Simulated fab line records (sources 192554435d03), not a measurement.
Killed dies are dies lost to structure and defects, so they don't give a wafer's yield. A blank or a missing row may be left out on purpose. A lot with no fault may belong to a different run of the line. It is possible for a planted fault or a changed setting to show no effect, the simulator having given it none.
fab line records	flow n5-finfet	part 1 of 2: steps 1 to 22 of 28
record: lots: 5	wafers: 15	last-day: 17
route steps=1938 shown BEOL_M0_SAQP@632
lots with no fault: from the same line, run without faults
start-h: the number of hours between the record's first day and the start of the first shown wafer of the lot	wait-h: hours elapsed since this lot's preceding step	" as in the row above	L1.1+2: a single row standing in for several wafers	- no value, or no start given	* or withheld: withheld	< > ~ a bound
route shown NAME@n: a module of which the file shows steps, and the number in the route of the first	usual: the fault-free wafers' mean and standard deviation	same: alike in all rows	chamber/n: place in a boat	sites: the reading at each site	_std_site: standard deviation across them	_edge_site: the outer-site mean with the inner-site mean subtracted	radius-mm: how far each site lies from the wafer's centre	mask NAME#n: copy n	behind: the last tool/chamber to shape the wafer	hold: what put the lot on hold/how long, in hours/how the hold closed	device: which transistor (n, p or np) failed to switch	end of line: tests run on the same wafers once the route is complete	a step with no rows: only its recipe	killed: at the first sort, the dies lost to defects and structure; wafer yield is something else	map: shows each die of a wafer: x if killed, . if not, _ if none is there
set.NAME: the setting the step ran with; set.NAME@STEP: the setting that earlier step ran with	model.NAME: the simulator's own value behind a step, which no gauge read
certain route steps with their lots: each step a table, each wafer a row
services: a tool's chamber out of use, with start hour (start-h, from the record's first day; less than 0 if before it), hours out, and reason
== steps ==
step: N5_BEOL_M0_SAQP_PECVD_00
recipe: material: SiCN	target-thk-a: 80	temp-c: withheld	precursor: 3MS/NH3	pressure-torr: 3	rf-w: 202	time-s: 14
usual: showerhead-plenum-p-Torr: 3.658/0.012	throttle-valve-pct: 9.0/0.5
lot.wafer	tool	chamber	start-h	wait-h	showerhead-plenum-p-Torr	since-wet-clean-h	throttle-valve-pct
L080.1	pecvd-03	1	140.08	0.2	3.683	1931	9.4
L080.4	"	0	"	"	3.679	-	8.6
L080.5	"	1	"	"	3.675	-	9.5
L082.1	pecvd-02	1	155.42	0.2	3.637	1584	9.2
L082.4	"	2	"	"	3.649	-	8.1
L082.5	"	1	"	"	3.655	-	9.4
L083.1	pecvd-02	0	162.45	0.2	3.665	866	8.4
L083.2	"	2	"	"	3.644	112	7.9
L083.6	"	2	"	"	3.636	-	8.1
L086.1	pecvd-04	2	173.96	0.2	3.648	2147	9.1
L086.5	"	0	"	"	3.661	-	9.6
L086.6	"	2	"	"	3.653	-	8.8
L097.1	pecvd-02	1	244.31	0.2	3.653	1673	9.1
L097.2	"	2	"	"	3.655	194	8.4
L097.5	"	1	"	"	3.637	-	9.3
step: N5_BEOL_M0_SAQP_ILD_DEP_01
recipe: material: SiOC	target-thk-a: 454.19	temp-c: 350	precursor: DEMS/O2	pressure-torr: 5	rf-w: 500	time-s: 8.7
usual: heater-power-w: 502/49	showerhead-plenum-p-Torr: 5.686/0.013	throttle-valve-pct: 11.9/0.66
lot.wafer	tool	chamber	start-h	wait-h	heater-power-w	showerhead-plenum-p-Torr	since-wet-clean-h	throttle-valve-pct
L080.1	pecvd-03	1	140.11	0.0	430	5.707	1931	12.8
L080.4	"	0	"	"	517	5.714	-	11.8
L080.5	"	1	"	"	450	5.707	-	12.5
L082.1	pecvd-02	1	155.45	0.0	537	5.673	1584	12.4
L082.4	"	2	"	"	480	5.680	-	10.7
L082.5	"	1	"	"	545	5.690	-	12.4
L083.1	pecvd-02	0	162.48	0.0	557	5.678	866	11.2
L083.2	"	2	"	"	453	5.682	112	10.9
L083.6	"	2	"	"	457	5.656	-	10.5
L086.1	pecvd-04	2	173.99	0.0	467	5.679	2147	11.8
L086.5	"	0	"	"	463	5.694	-	12.7
L086.6	"	2	"	"	466	5.677	-	11.9
L097.1	pecvd-02	1	244.34	0.0	559	5.685	1673	12.4
L097.2	"	2	"	"	404	5.654	194	10.8
L097.5	"	1	"	"	567	5.681	-	12.2
step: N5_BEOL_M0_SAQP_HM_DEP_02
recipe: material: TiN	target-thk-a: 120	temp-c: 25	chamber-pressure-pa: 0.49996
usual: throttle-valve-pct: 29.9/0.99
lot.wafer	tool	chamber	start-h	wait-h	throttle-valve-pct
L080.1	pvd-sputter-01	-	140.16	0.0	28.1
L080.4	"	-	"	"	30.9
L080.5	"	-	"	"	28.3
L082.1	pvd-sputter-01	-	156.54	1.1	31.1
L082.4	"	-	"	"	30.0
L082.5	"	-	"	"	30.8
L083.1	pvd-sputter-03	-	163.52	1.0	29.4
L083.2	"	-	"	"	30.1
L083.6	"	-	"	"	30.0
L086.1	pvd-sputter-02	-	175.02	1.0	30.3
L086.5	"	-	"	"	28.8
L086.6	"	-	"	"	31.1
L097.1	pvd-sputter-02	-	244.87	0.5	28.7
L097.2	"	-	"	"	28.7
L097.5	"	-	"	"	28.5
step: N5_BEOL_M0_SAQP_PECVD_03
recipe: material: SiCN	target-thk-a: 120	temp-c: withheld	precursor: 3MS/NH3	pressure-torr: 3	rf-w: 202	time-s: 21.1
usual: showerhead-plenum-p-Torr: 3.661/0.014	throttle-valve-pct: 9.1/0.47
lot.wafer	tool	chamber	start-h	wait-h	showerhead-plenum-p-Torr	since-wet-clean-h	throttle-valve-pct
L080.1	pecvd-02	2	140.28	0.1	3.651	90	8.1
L080.4	"	0	"	"	3.663	-	8.5
L080.5	"	2	"	"	3.644	-	8.4
L082.1	pecvd-04	1	156.66	0.1	3.654	1404	8.8
L082.4	"	2	"	"	3.661	-	9.0
L082.5	"	0	"	"	3.651	-	9.6
L083.1	pecvd-04	2	163.64	0.1	3.661	2136	9.1
L083.2	"	0	"	"	3.653	686	9.6
L083.6	"	0	"	"	3.663	-	9.7
L086.1	pecvd-04	2	175.14	0.1	3.658	2148	8.8
L086.5	"	0	"	"	3.661	-	9.6
L086.6	"	2	"	"	3.642	-	9.1
L097.1	pecvd-04	1	244.99	0.1	3.656	1493	8.9
L097.2	"	0	"	"	3.665	768	9.8
L097.5	"	0	"	"	3.661	-	9.8
step: N5_BEOL_M0_SAQP_PECVD_96
recipe: material: a-Si	target-thk-a: 450	temp-c: 350	precursor: SiH4/He	pressure-torr: 3	rf-w: 100	time-s: 45.2
usual: heater-power-w: 634/45	showerhead-plenum-p-Torr: 5.65/0.052	throttle-valve-pct: 18.3/0.92
lot.wafer	tool	chamber	start-h	wait-h	heater-power-w	showerhead-plenum-p-Torr	since-wet-clean-h	throttle-valve-pct
L080.1	pecvd-02	2	140.31	0.0	559	5.59	90	16.3
L080.4	"	0	"	"	658	5.65	-	17.3
L080.5	"	2	"	"	568	5.59	-	16.1
L082.1	pecvd-04	1	156.69	0.0	669	5.64	1404	18.2
L082.4	"	2	"	"	633	5.65	-	17.8
L082.5	"	0	"	"	579	5.63	-	19.3
L083.1	pecvd-04	2	163.67	0.0	579	5.63	2136	18.3
L083.2	"	0	"	"	628	5.63	686	19.4
L083.6	"	0	"	"	627	5.63	-	19.6
L086.1	pecvd-04	2	175.17	0.0	589	5.65	2148	18.1
L086.5	"	0	"	"	591	5.63	-	19.7
L086.6	"	2	"	"	598	5.66	-	18.1
L097.1	pecvd-04	1	245.03	0.0	637	5.65	1493	18.5
L097.2	"	0	"	"	605	5.63	768	19.4
L097.5	"	0	"	"	607	5.64	-	19.6
step: N5_BEOL_M0_SAQP_PECVD_97
recipe: material: SiNx	target-thk-a: 230	temp-c: 350	precursor: SiH4/NH3/N2	pressure-torr: 1.5	rf-w: 300	time-s: 19.9
usual: heater-power-w: 567/40	showerhead-plenum-p-Torr: 5.12/0.072	throttle-valve-pct: 40.1/2.1
lot.wafer	tool	chamber	start-h	wait-h	heater-power-w	showerhead-plenum-p-Torr	since-wet-clean-h	throttle-valve-pct
L080.1	pecvd-02	2	140.36	0.0	530	5.04	90	35.8
L080.4	"	0	"	"	551	5.09	-	37.9
L080.5	"	2	"	"	518	5.04	-	35.6
L082.1	pecvd-04	1	156.74	0.0	564	5.10	1404	39.9
L082.4	"	2	"	"	580	5.12	-	39.5
L082.5	"	0	"	"	569	5.10	-	42.9
L083.1	pecvd-04	2	163.72	0.0	572	5.11	2136	39.5
L083.2	"	0	"	"	561	5.10	686	42.7
L083.6	"	0	"	"	559	5.09	-	42.9
L086.1	pecvd-04	2	175.21	0.0	526	5.11	2148	39.6
L086.5	"	0	"	"	597	5.10	-	43.1
L086.6	"	2	"	"	520	5.14	-	39.6
L097.1	pecvd-04	1	245.10	0.0	551	5.10	1493	39.8
L097.2	"	0	"	"	583	5.09	768	43.3
L097.5	"	0	"	"	562	5.09	-	43.0
step: N5_BEOL_M0_SAQP_PECVD_04
recipe: material: a-Si	target-thk-a: 600	temp-c: 350	precursor: SiH4/He	pressure-torr: 3	rf-w: 100	time-s: 60.2
usual: heater-power-w: 637/46	showerhead-plenum-p-Torr: 5.65/0.053	throttle-valve-pct: 18.3/0.93
lot.wafer	tool	chamber	start-h	wait-h	heater-power-w	showerhead-plenum-p-Torr	since-wet-clean-h	throttle-valve-pct
L080.1	pecvd-02	2	140.39	0.0	588	5.60	90	16.2
L080.4	"	0	"	"	666	5.64	-	17.3
L080.5	"	2	"	"	589	5.59	-	16.1
L082.1	pecvd-04	1	156.78	0.0	618	5.62	1404	18.1
L082.4	"	2	"	"	628	5.63	-	18.2
L082.5	"	0	"	"	621	5.62	-	19.6
L083.1	pecvd-04	2	163.76	0.0	611	5.64	2136	18.1
L083.2	"	0	"	"	597	5.64	686	19.7
L083.6	"	0	"	"	599	5.63	-	19.6
L086.1	pecvd-04	2	175.25	0.0	556	5.65	2148	18.1
L086.5	"	0	"	"	623	5.63	-	19.5
L086.6	"	2	"	"	564	5.65	-	18.4
L097.1	pecvd-04	1	245.16	0.0	610	5.64	1493	18.2
L097.2	"	0	"	"	539	5.63	768	19.6
L097.5	"	0	"	"	576	5.64	-	19.9
step: N5_BEOL_M0_SAQP_THK_MEAS_05
usual: thk-nm: 59.9/0.76
lot.wafer	tool	chamber	start-h	wait-h	thk-nm
L080.1	film-metro-01	-	140.49	0.1	59.7
L080.4	"	-	"	"	59.4
L080.5	"	-	"	"	60.7
L082.1	film-metro-02	-	156.87	0.1	58.5
L082.4	"	-	"	"	61.0
L082.5	"	-	"	"	61.0
L083.1	film-metro-02	-	163.85	0.1	59.9
L083.2	"	-	"	"	60.0
L083.6	"	-	"	"	61.3
L086.1	film-metro-01	-	175.35	0.1	60.0
L086.5	"	-	"	"	60.8
L086.6	"	-	"	"	60.0
L097.1	film-metro-02	-	245.29	0.1	58.9
L097.2	"	-	"	"	58.4
L097.5	"	-	"	"	59.8
step: N5_BEOL_M0_SAQP_HM_DEP_111
recipe: material: SiO2	target-thk-a: 120	temp-c: 400	precursor: SiH4/N2O	pressure-torr: 0.75	rf-w: 275	time-s: 7.2
usual: heater-power-w: 795/60	showerhead-plenum-p-Torr: 8.06/0.12
lot.wafer	tool	chamber	start-h	wait-h	heater-power-w	showerhead-plenum-p-Torr	since-wet-clean-h
L080.1	pecvd-04	0	140.53	0.0	808	8.04	663
L080.4	"	2	"	"	802	8.08	-
L080.5	"	1	"	"	830	8.06	-
L082.1	pecvd-02	0	156.91	0.0	822	8.09	861
L082.4	"	1	"	"	882	8.02	-
L082.5	"	0	"	"	810	8.08	-
L083.1	pecvd-02	2	163.89	0.0	737	7.95	114
L083.2	"	0	"	"	766	8.08	868
L083.6	"	2	"	"	717	7.96	-
L086.1	pecvd-02	1	175.38	0.0	924	8.01	1604
L086.5	"	0	"	"	777	8.10	-
L086.6	"	1	"	"	920	7.98	-
L097.1	pecvd-03	0	245.32	0.0	772	8.37	1312
L097.2	"	2	"	"	781	7.87	558
L097.5	"	2	"	"	802	7.92	-
step: N5_BEOL_M0_SAQP_COAT_81
recipe: resist: SOC	temp-c: 250	time-s: 60	spin-rpm: 1500	resist-thk-nm: 100
lot.wafer	tool	chamber	start-h	wait-h
L080.1+4+5	litho-track-05	0	140.60	0.1
L082.1+4+5	litho-track-01	0	156.99	0.1
L083.1+2+6	litho-track-01	0	163.97	0.1
L086.1+5+6	litho-track-04	0	175.46	0.1
L097.1+2+5	litho-track-04	0	245.40	0.1
step: N5_BEOL_M0_SAQP_COAT_82
recipe: resist: SiARC	temp-c: 220	time-s: 60	spin-rpm: 1500	resist-thk-nm: 30
lot.wafer	tool	chamber	start-h	wait-h
L080.1+4+5	litho-track-05	0	-	-
L082.1+4+5	litho-track-01	0	-	-
L083.1+2+6	litho-track-01	0	-	-
L086.1+5+6	litho-track-04	0	-	-
L097.1+2+5	litho-track-04	0	-	-
step: N5_BEOL_M0_SAQP_COAT_08
recipe: resist: CAR-ArF	spin-rpm: 1500	resist-thk-nm: 90
lot.wafer	tool	chamber	start-h	wait-h
L080.1+4+5	litho-track-05	0	-	-
L082.1+4+5	litho-track-01	0	-	-
L083.1+2+6	litho-track-01	0	-	-
L086.1+5+6	litho-track-04	0	-	-
L097.1+2+5	litho-track-04	0	-	-
step: N5_BEOL_M0_SAQP_EBR_10
recipe: solvent: PGMEA	ebr-width-mm: 1.5
lot.wafer	tool	chamber	start-h	wait-h
L080.1+4+5	litho-track-05	0	-	-
L082.1+4+5	litho-track-01	0	-	-
L083.1+2+6	litho-track-01	0	-	-
L086.1+5+6	litho-track-04	0	-	-
L097.1+2+5	litho-track-04	0	-	-
step: N5_BEOL_M0_SAQP_SOFTBAKE_09
recipe: temp-c: 110	time-s: 60	resist: CAR-ArF
lot.wafer	tool	chamber	start-h	wait-h
L080.1+4+5	litho-track-05	0	-	-
L082.1+4+5	litho-track-01	0	-	-
L083.1+2+6	litho-track-01	0	-	-
L086.1+5+6	litho-track-04	0	-	-
L097.1+2+5	litho-track-04	0	-	-
step: N5_BEOL_M0_SAQP_EXPOSE_11
recipe: mask-id: M0_CORE	na: 1.35	source-shape: dipole	sigma-inner: 0.538	sigma-outer: 0.738	polarization: te	target-cd-nm: 42	dose-mj: 55
usual: focus-offset-nm: -0.1/0.47
same: na: 1.35
lot.wafer	tool	chamber	start-h	wait-h	mask	focus-offset-nm
L080.1	arfi-scanner-03	0	140.72	-	M0_CORE#0	-0.4
L080.4	"	0	"	"	M0_CORE#0	0.2
L080.5	"	0	"	"	M0_CORE#0	-0.3
L082.1	arfi-scanner-01	0	157.23	-	M0_CORE#0	-0.6
L082.4	"	0	"	"	M0_CORE#0	0.3
L082.5	"	0	"	"	M0_CORE#0	-0.1
L083.1	arfi-scanner-01	0	164.08	-	M0_CORE#0	0.0
L083.2	"	0	"	"	M0_CORE#0	0.3
L083.6	"	0	"	"	M0_CORE#0	-0.3
L086.1	arfi-scanner-01	0	175.70	-	M0_CORE#0	0.5
L086.5	"	0	"	"	M0_CORE#0	0.4
L086.6	"	0	"	"	M0_CORE#0	-1.2
L097.1	arfi-scanner-02	0	245.64	-	M0_CORE#0	0.1
L097.2	"	0	"	"	M0_CORE#0	-0.4
L097.5	"	0	"	"	M0_CORE#0	0.3
step: N5_BEOL_M0_SAQP_PEB_12
recipe: peb-temp-c: withheld	peb-time-s: 60	resist: CAR-ArF
lot.wafer	tool	chamber	start-h	wait-h
L080.1+4+5	litho-track-04	0	140.78	0.1
L082.1+4+5	litho-track-05	0	157.29	0.1
L083.1+2+6	litho-track-01	0	164.14	0.1
L086.1+5+6	litho-track-05	0	175.76	0.1
L097.1+2+5	litho-track-04	0	245.70	0.1
step: N5_BEOL_M0_SAQP_DEVELOP_13
recipe: develop-time-s: 30	developer: TMAH	resist: CAR-ArF	dev-temp-c: 23	rinse-liquid: diw	dry: air-spin
lot.wafer	tool	chamber	start-h	wait-h
L080.1+4+5	litho-track-04	0	-	-
L082.1+4+5	litho-track-05	0	-	-
L083.1+2+6	litho-track-01	0	-	-
L086.1+5+6	litho-track-05	0	-	-
L097.1+2+5	litho-track-04	0	-	-
step: N5_BEOL_M0_SAQP_CD_MEAS_14
recipe: target-cd-nm: 42.5	landing-energy-ev: 500	detector: se-inlens
usual: cd-nm: 42.4/0.37
lot.wafer	tool	chamber	start-h	wait-h	cd-nm
L080.1	cd-sem-02	0	140.85	-	42.2
L080.4	"	0	"	"	42.0
L080.5	"	0	"	"	42.2
L082.1	cd-sem-01	0	157.36	-	43.4
L082.4	"	0	"	"	43.3
L082.5	"	0	"	"	42.7
L083.1	cd-sem-02	0	164.21	-	42.4
L083.2	"	0	"	"	42.5
L083.6	"	0	"	"	42.3
L086.1	cd-sem-02	0	175.83	-	42.5
L086.5	"	0	"	"	41.9
L086.6	"	0	"	"	42.1
L097.1	cd-sem-02	0	245.77	-	42.2
L097.2	"	0	"	"	42.6
L097.5	"	0	"	"	42.0
step: N5_BEOL_M0_SAQP_OVL_MEAS_15
recipe: points-per-wafer: 44
usual: M0_CORE_OVL: -0.5/0.69
lot.wafer	tool	chamber	start-h	wait-h	M0_CORE_OVL[nm]
L080.1	overlay-02	0	140.88	0.0	-0.7
L080.4	"	0	"	"	-0.5
L080.5	"	0	"	"	-0.5
L082.1	overlay-02	0	157.39	0.0	-0.4
L082.4	"	0	"	"	-0.9
L082.5	"	0	"	"	-0.4
L083.1	overlay-02	0	164.24	0.0	-0.1
L083.2	"	0	"	"	-1.3
L083.6	"	0	"	"	-1.3
L086.1	overlay-01	0	175.86	0.0	-0.9
L086.5	"	0	"	"	-0.3
L086.6	"	0	"	"	-0.8
L097.1	overlay-02	0	245.80	0.0	0.1
L097.2	"	0	"	"	-0.4
L097.5	"	0	"	"	-0.6
step: N5_BEOL_M0_SAQP_INSPECT_16
recipe: mode: adi	inspect-instrument: brightfield
usual: raw-defect-count: 555/140
lot.wafer	tool	chamber	start-h	wait-h	raw-defect-count
L080.1	defect-inspect-02	-	140.90	0.0	469
L080.4	"	-	"	"	624
L080.5	"	-	"	"	612
L082.1	defect-inspect-01	-	157.41	0.0	498
L082.4	"	-	"	"	331
L082.5	"	-	"	"	325
L083.1	defect-inspect-01	-	164.26	0.0	464
L083.2	"	-	"	"	884
L083.6	"	-	"	"	705
L086.1	defect-inspect-01	-	175.88	0.0	618
L086.5	"	-	"	"	583
L086.6	"	-	"	"	709
L097.1	defect-inspect-01	-	245.82	0.0	481
L097.2	"	-	"	"	656
L097.5	"	-	"	"	426
step: N5_BEOL_M0_SAQP_DESCUM_19
recipe: chemistry: O2	time-s: 7.9	source-power-w: 50	bias-power-w: 20	pressure-mtorr: 20	rf-frequency-hz: 2.712e+07	temp-c: 40	resist: CAR-ArF	o2-flow-sccm: 225
usual: chamber-pressure-mTorr: 20.000/0.016	drypump-motor-current-A: 5.73/0.27	oes-product-au: 0.77/0.08	rf-vpp-V: 243.1/1.3	showerhead-plenum-p-Torr: 2.09/0.066	throttle-valve-pct: 20.47/0.25
lot.wafer	tool	chamber	start-h	wait-h	chamber-pressure-mTorr	drypump-motor-current-A	oes-product-au	rf-hours-counter-h	rf-vpp-V	showerhead-plenum-p-Torr	throttle-valve-pct
L080.1	rie-diel-05	1	140.94	0.0	19.989	5.73	0.75	149	244.1	2.08	19.97
L080.4	"	3	"	"	19.993	6.12	0.98	0	244.3	2.23	20.48
L080.5	"	1	"	"	20.014	5.76	0.75	-	242.5	2.08	19.97
L082.1	rie-diel-05	1	157.44	0.0	20.025	5.74	0.74	154	245.0	2.08	19.98
L082.4	"	0	"	"	19.971	5.82	0.77	137	242.4	2.02	20.66
L082.5	"	0	"	"	19.993	5.85	0.77	-	242.2	2.02	20.68
L083.1	rie-diel-05	3	164.30	0.0	19.998	6.12	0.93	7	245.8	2.23	20.49
L083.2	"	2	"	"	20.009	5.58	0.86	51	244.3	2.12	20.20
L083.6	"	1	"	"	19.999	5.77	0.73	-	243.3	2.08	19.98
L086.1	rie-diel-05	0	175.92	0.0	20.015	5.85	0.76	144	241.4	2.01	20.69
L086.5	"	2	"	"	19.974	5.58	0.85	-	243.5	2.11	20.19
L086.6	"	1	"	"	19.999	5.72	0.73	-	242.6	2.07	20.00
L097.1	rie-diel-03	3	245.86	0.0	20.003	5.24	0.72	201	243.4	2.06	20.46
L097.2	"	0	"	"	19.996	5.38	0.69	220	242.0	2.05	20.52
L097.5	"	1	"	"	20.008	6.19	0.69	-	240.5	1.99	20.67
step: N5_BEOL_M0_SAQP_ETCH_83
recipe: chemistry: CF4	target: SiARC	target-depth-a: 390	mask-material: CAR-ArF	time-s: 65	ion-energy-ev: 80	pressure-mtorr: 40	source-w: 545	bias-w: 36	Ar_flow_sccm: 100	cf4-flow-sccm: 100	ends: cleared
usual: chamber-pressure-mTorr: 39.99/0.037	drypump-motor-current-A: 5.73/0.27	etch-rf-on-time-s: 64.0/1.9	mfc-ar-sccm: 99.95/0.29	oes-product-au: 0.67/0.069	rf-vpp-V: 184.1/1.2	showerhead-plenum-p-Torr: 2.14/0.06	throttle-valve-pct: 15.67/0.21
lot.wafer	tool	chamber	start-h	wait-h	chamber-pressure-mTorr	drypump-motor-current-A	etch-rf-on-time-s	mfc-ar-sccm	oes-product-au	rf-hours-counter-h	rf-vpp-V	showerhead-plenum-p-Torr	throttle-valve-pct
L080.1	rie-diel-05	1	140.97	0.0	39.97	5.76	64.4	100.05	0.63	149	185.6	2.14	15.34
L080.4	"	3	"	"	40.01	6.10	66.3	99.53	0.82	0	186.8	2.28	15.59
L080.5	"	1	"	"	40.01	5.74	64.2	99.91	0.63	-	184.4	2.14	15.36
L082.1	rie-diel-05	1	157.48	0.0	40.01	5.71	65.8	99.70	0.63	154	183.1	2.14	15.36
L082.4	"	0	"	"	40.05	5.82	61.4	99.80	0.68	137	183.4	2.08	15.89
L082.5	"	0	"	"	39.96	5.84	61.6	99.28	0.67	-	182.6	2.08	15.90
L083.1	rie-diel-05	3	164.33	0.0	40.00	6.12	66.2	99.75	0.78	7	183.5	2.27	15.59
L083.2	"	2	"	"	39.94	5.60	61.5	100.33	0.75	51	184.3	2.17	15.44
L083.6	"	1	"	"	40.02	5.75	65.0	100.13	0.63	-	184.2	2.14	15.35
L086.1	rie-diel-05	0	175.95	0.0	39.97	5.85	61.3	100.27	0.67	144	183.6	2.07	15.94
L086.5	"	2	"	"	39.93	5.61	61.2	99.87	0.74	-	183.0	2.17	15.43
L086.6	"	1	"	"	40.03	5.74	64.5	100.49	0.63	-	184.6	2.14	15.36
L097.1	rie-diel-03	3	245.89	0.0	40.02	5.25	63.5	99.90	0.62	201	183.4	2.14	15.76
L097.2	"	0	"	"	40.04	5.39	64.9	100.09	0.60	220	183.0	2.12	15.81
L097.5	"	1	"	"	39.96	6.23	62.8	100.08	0.60	-	184.6	2.05	15.89
